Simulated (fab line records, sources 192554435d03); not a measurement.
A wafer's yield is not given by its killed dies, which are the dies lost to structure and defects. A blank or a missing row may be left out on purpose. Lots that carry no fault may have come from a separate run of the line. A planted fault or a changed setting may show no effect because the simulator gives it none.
2 desks, one fault + flow n5 finfet + every desk sees just its own numbers, and what lay behind them comes last

TOOL OWNER'S DESK, rie diel-01
The tool's own readings at N5_BEOL_M14_ETCH_67 (etches SiARC in CF4, target depth 143 nm, time 238.3 s): means of the sampled wafers that have a number, for each lot that ran on this tool. A lot is out of limits, marked OUT, if its mean lies more than 4 standard deviations from the usual mean; the brackets give that distance. 7 of its 8 readings are shown, namely those furthest out on some lot.
Columns: A = cf4 flow sccm at N5_BEOL_M14_ETCH_67, usual 99.98 sccm; B = drypump motor current A at N5_BEOL_M14_ETCH_67, usual 5.9 A; C = etch rf on time s at N5_BEOL_M14_ETCH_67, usual 238 s; D = oes product au at N5_BEOL_M14_ETCH_67, usual 0.69 a.u.; E = rf vpp V at N5_BEOL_M14_ETCH_67, usual 183.7 V; F = showerhead plenum p Torr at N5_BEOL_M14_ETCH_67, usual 2.11 Torr; G = throttle valve pct at N5_BEOL_M14_ETCH_67, usual 15.62 %
| lot  | first seen here | A      | B   | C   | D    | E     | F    | G     |
|------|-----------------|--------|-----|-----|------|-------|------|-------|
| L267 | day 16 03:28    | 99.99  | 6.0 | 243 | 0.62 | 183.2 | 2.02 | 15.59 |
| L274 | day 17 04:17    | 99.97  | 6.0 | 237 | 0.69 | 183.4 | 2.10 | 15.55 |
| L281 | day 18 23:19    | 100.09 | 5.7 | 239 | 0.71 | 183.9 | 2.12 | 15.60 |
This desk's verdict: no lot among the 3 shows anything out of limits.

AT THE METROLOGY DESK
What the gauges read, lot by lot, whatever tool the lot ran on: means of the sampled wafers that have a number. A lot is out of limits, marked OUT, if its mean lies more than 4 standard deviations from the usual mean; the brackets give that distance. 7 of its 11 readings are shown, namely those furthest out on some lot.
Columns: A = DIBL_N at N5_BEOL_M4_RC_MEAS_101, usual 36.0 mV/V; B = IOFF_N at N5_BEOL_M4_RC_MEAS_101, usual 0.154 nA/um; C = IOFF_P at N5_BEOL_M4_RC_MEAS_101, usual 0.21 nA/um; D = ION_N at N5_BEOL_M4_RC_MEAS_101, usual 675 uA/um; E = ION_P at N5_BEOL_M4_RC_MEAS_101, usual 463 uA/um; F = SS_P at N5_BEOL_M4_RC_MEAS_101, usual 73.2 mV/dec; G = VT_P at N5_BEOL_M4_RC_MEAS_101, usual -251 mV
| lot  | first seen here | A    | B     | C    | D   | E   | F    | G    |
|------|-----------------|------|-------|------|-----|-----|------|------|
| L267 | day 12 12:19    | 33.8 | 0.124 | 0.18 | 664 | 460 | 72.3 | -252 |
| L269 | day 13 03:38    | 37.2 | 0.161 | 0.19 | 678 | 455 | 73.5 | -253 |
| L272 | day 13 08:44    | 35.2 | 0.143 | 0.20 | 662 | 459 | 72.8 | -250 |
| L261 | day 13 19:13    | 36.1 | 0.175 | 0.23 | 678 | 466 | 73.6 | -251 |
| L274 | day 13 22:02    | 36.1 | 0.145 | 0.23 | 667 | 465 | 73.1 | -247 |
| L280 | day 15 06:41    | 36.3 | 0.173 | 0.26 | 678 | 471 | 73.3 | -243 |
| L281 | day 15 08:19    | 36.6 | 0.165 | 0.24 | 676 | 471 | 73.4 | -246 |
| L282 | day 15 11:02    | 36.6 | 0.162 | 0.22 | 673 | 461 | 73.2 | -251 |
This desk's verdict: no lot among the 8 shows anything out of limits.

ALL TOGETHER
The desk of the tool owner found nothing out of limits.
Metrology desk: nothing out of limits seen.

WHAT THE SIMULATOR HAD INSERTED
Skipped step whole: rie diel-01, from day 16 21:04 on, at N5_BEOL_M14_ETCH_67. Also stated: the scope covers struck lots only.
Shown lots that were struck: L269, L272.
